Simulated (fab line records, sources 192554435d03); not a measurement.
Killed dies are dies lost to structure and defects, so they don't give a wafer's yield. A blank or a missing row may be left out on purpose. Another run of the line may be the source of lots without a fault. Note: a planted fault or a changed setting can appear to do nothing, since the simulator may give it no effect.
Matching of chambers + flow n5Finfet + N5_BEOL_M15_ILD_DEP_00 on pecvd-04 has 3 sister chambers
The step deposits SiO2 from TEOS/O2, target thk 1629.3 nm, time 346.1 s. 16 wafers are shown with their chamber, then 8 later ones without.

## WAFERS, EACH WITH ITS CHAMBER
| wafer  | chamber | throttleValvePct (%) | showerheadPlenumPTorr (Torr) | heaterPowerW (W) |
|--------|---------|----------------------|------------------------------|------------------|
| L078.1 | 1       | 18.9                 | 8.343                        | 529              |
| L078.2 | 0       | 18.3                 | 8.326                        | 619              |
| L078.5 | 1       | 19.0                 | 8.319                        | 482              |
| L080.1 | 1       | 19.0                 | 8.330                        | 479              |
| L080.2 | 0       | 18.7                 | 8.305                        | 477              |
| L080.6 | 0       | 18.7                 | 8.331                        | 469              |
| L085.1 | 1       | 18.8                 | 8.310                        | 515              |
| L085.3 | 0       | 18.4                 | 8.315                        | 599              |
| L085.6 | 2       | 17.1                 | 8.365                        | 331              |
| L083.4 | 0       | 18.7                 | 8.323                        | 610              |
| L083.5 | 1       | 18.8                 | 8.339                        | 497              |
| L083.6 | 2       | 17.0                 | 8.361                        | 439              |
| L086.2 | 1       | 19.0                 | 8.337                        | 455              |
| L086.4 | 2       | 17.1                 | 8.378                        | 343              |
| L086.6 | 1       | 18.9                 | 8.345                        | 525              |
| L089.3 | 1       | 19.0                 | 8.312                        | 408              |

SIGNATURES (averages over the wafers above)
| reading               | chamber 0 | chamber 1 | chamber 2 | scatter within a chamber |
|-----------------------|-----------|-----------|-----------|--------------------------|
| throttleValvePct      | 18.560    | 18.925    | 17.067    | 0.128                    |
| showerheadPlenumPTorr | 8.32000   | 8.32938   | 8.36800   | 0.0122                   |
| heaterPowerW          | 554.80    | 486.25    | 371.00    | 56.1                     |
Rule: a wafer lies at a distance from a chamber equal to the root of the sum of squares, over the readings, of (its reading less the chamber's mean, divided by the reading's scatter). If the next closest chamber is less than 2 further off than the closest, the wafer can't be placed; otherwise it belongs to the closest. How the scatter is found: for the shown wafers, subtract from each reading the mean of its chamber, square and add these, divide the total by (wafers less chambers), then take the root.

## WAFERS WITHOUT THEIR CHAMBER
| wafer  | throttleValvePct (%) | showerheadPlenumPTorr (Torr) | heaterPowerW (W) |
|--------|----------------------|------------------------------|------------------|
| L089.4 | 17.2                 | 8.345                        | 337              |
| L089.5 | 19.0                 | 8.332                        | 490              |
| L092.2 | 18.5                 | 8.289                        | 538              |
| L092.3 | 17.4                 | 8.379                        | 364              |
| L092.4 | 18.8                 | 8.334                        | 404              |
| L096.2 | 17.4                 | 8.369                        | 460              |
| L096.3 | 18.5                 | 8.322                        | 610              |
| L096.6 | 19.1                 | 8.315                        | 401              |

## WHICH CHAMBER EACH ONE RAN IN
| wafer  | from the rows above     | in truth |
|--------|-------------------------|----------|
| L089.4 | 2                       | 2        |
| L089.5 | 1                       | 1        |
| L092.2 | 0                       | 0        |
| L092.3 | 2                       | 2        |
| L092.4 | can't be placed: 1 or 0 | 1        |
| L096.2 | 2                       | 2        |
| L096.3 | 0                       | 0        |
| L096.6 | 1                       | 1        |
Placed correctly: 7 of 8. From these rows, 1 cannot be placed; in 1 the true chamber is one of the candidates. Placed wrongly: 0.
